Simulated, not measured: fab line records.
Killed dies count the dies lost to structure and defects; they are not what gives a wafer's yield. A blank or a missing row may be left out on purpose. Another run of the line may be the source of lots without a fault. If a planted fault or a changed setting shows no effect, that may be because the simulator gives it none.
What tool caused it?    flow nand_harc    at 1 step of a route of 1302, 14 lots with 42 wafers sampled

WHAT EACH GAUGE READ, for each wafer
NHARC_P_M1_OVL_MEAS_10: pitch 260 nm.
lot   measured      on          overlay_x_nm (nm)  overlay_y_nm (nm)
L903  day 6 18:30   overlay-01  -0.3 -0.4 -0.3     1.6 2.0 1.5
L904  day 6 22:21   overlay-02  0.8 1.0 0.7        0.3 0.0 0.4
L905  day 7 16:25   overlay-01  -0.6 -0.4 -0.6     1.2 1.3 1.3
L907  day 8 07:31   overlay-01  0.3 0.3 0.5        -0.4 -0.4 0.0
L909  day 9 04:43   overlay-01  0.2 0.5 0.0        0.5 -0.1 0.1
L910  day 9 10:16   overlay-02  -1.1 -0.1 -0.5     -0.5 -0.7 -0.1
L912  day 10 10:03  overlay-02  0.3 -0.3 0.3       0.5 0.9 1.1
L916  day 12 07:19  overlay-01  -0.7 -0.1 -0.7     2.1 1.8 1.8
L919  day 13 06:46  overlay-01  0.3 -0.2 0.1       -0.8 -0.5 -1.0
L920  day 13 23:38  overlay-02  1.3 1.5 1.8        0.4 0.3 0.6
L922  day 14 13:17  overlay-02  0.3 0.5 0.6        -0.2 0.1 -0.1
L923  day 15 03:45  overlay-02  2.5 1.8 1.6        0.1 -0.1 -0.1
L924  day 15 12:33  overlay-01  0.7 0.2 -0.1       0.8 0.1 0.3
L925  day 15 23:02  overlay-02  0.7 0.6 0.8        -0.4 0.4 -0.4

WHAT TOOL EACH LOT RAN ON (gives the tool, then ch and the chambers of the sampled wafers, and finally the start)
Record: no process step prior to these readings.

WHAT THE TOOLS THEMSELVES READ (means of the sampled wafers that have a number; where no wafer has one, the mark that the record gives instead)
The record holds no such reading with a usual standard deviation.

THE ANSWER, worked out from the rows above alone
Rule: the lots themselves supply what counts as usual. The widest of any qualifying gaps counts: lots, ordered by their means at a reading, are off when they make up no more than a third of the lots, leave a main group of 4 or more, and stand apart from it by 3 or more times the standard deviation of that group's means. The tables above print the reading to a certain number of digits; a main group whose means all agree to those digits is not used. Also off: a lot with no number at a reading for which 4 or more lots have one. Where the step has rows for the other lots, those lots are counted as sound. After the gauges, taken in route order, come the tools' own readings; for these a lot's mean is taken, as printed above. The first step at which some lot is off is used, and at that step the reading that is off furthest; a lot without a number counts as furthest.
No lot is off on any of the readings shown, so nothing can be concluded from this.

WHAT THE SIMULATOR PUT IN
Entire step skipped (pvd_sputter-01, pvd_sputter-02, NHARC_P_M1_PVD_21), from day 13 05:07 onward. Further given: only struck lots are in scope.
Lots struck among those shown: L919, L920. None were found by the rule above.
